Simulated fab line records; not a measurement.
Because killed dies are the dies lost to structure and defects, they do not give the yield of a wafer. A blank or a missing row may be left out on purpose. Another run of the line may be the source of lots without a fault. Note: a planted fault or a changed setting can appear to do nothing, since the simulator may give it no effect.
Chamber matching    flow n5-finfet    N5_GATE_CUT_PECVD_57 on pecvd-02 has 3 sister chambers
The step deposits SiNx from SiH4/NH3/N2, target thk 21 nm. 6 wafers are shown with their chamber, then 12 later ones without.

== WAFERS WITH THEIR CHAMBER ==
wafer   chamber  throttle-valve-pct (%)  showerhead-plenum-p-Torr (Torr)
L084.5  2        38.5                    5.12
L085.4  0        42.8                    5.13
L085.6  2        38.5                    5.11
L088.2  1        39.3                    5.22
L088.5  0        42.9                    5.15
L088.6  1        39.3                    5.22

== WAFERS MISSING THEIR CHAMBER ==
wafer   throttle-valve-pct (%)  showerhead-plenum-p-Torr (Torr)
L089.3  38.5                    5.11
L089.4  39.2                    5.23
L089.5  38.8                    5.12
L093.1  38.4                    5.11
L093.2  42.7                    5.15
L093.3  39.3                    5.24
L094.4  39.3                    5.25
L094.5  38.5                    5.11
L094.6  42.6                    5.15
L096.1  38.8                    5.11
L096.2  39.3                    5.22
L096.4  42.8                    5.15

== CHAMBER TAKEN BY EACH ==
wafer   from the rows above  in truth
L089.3  2                    2
L089.4  1                    1
L089.5  2                    2
L093.1  2                    2
L093.2  0                    0
L093.3  1                    1
L094.4  1                    1
L094.5  2                    2
L094.6  0                    0
L096.1  2                    2
L096.2  1                    1
L096.4  0                    0
12 of 12 placed correctly. Not placeable from these rows: 0. Number placed wrongly: 0.
How it was worked out, from the rows above alone: a wafer's distance from a chamber is the root of the sum, over the readings, of the square of ((its reading less the chamber's mean) divided by the reading's scatter). If the next closest chamber is less than 2 further off than the closest, the wafer can't be placed; otherwise it belongs to the closest. The mean given for a chamber averages the wafers shown for that chamber. The scatter: the root of (the sum of the squares of (reading less its chamber's mean) over the shown wafers, divided by (wafers less chambers)).
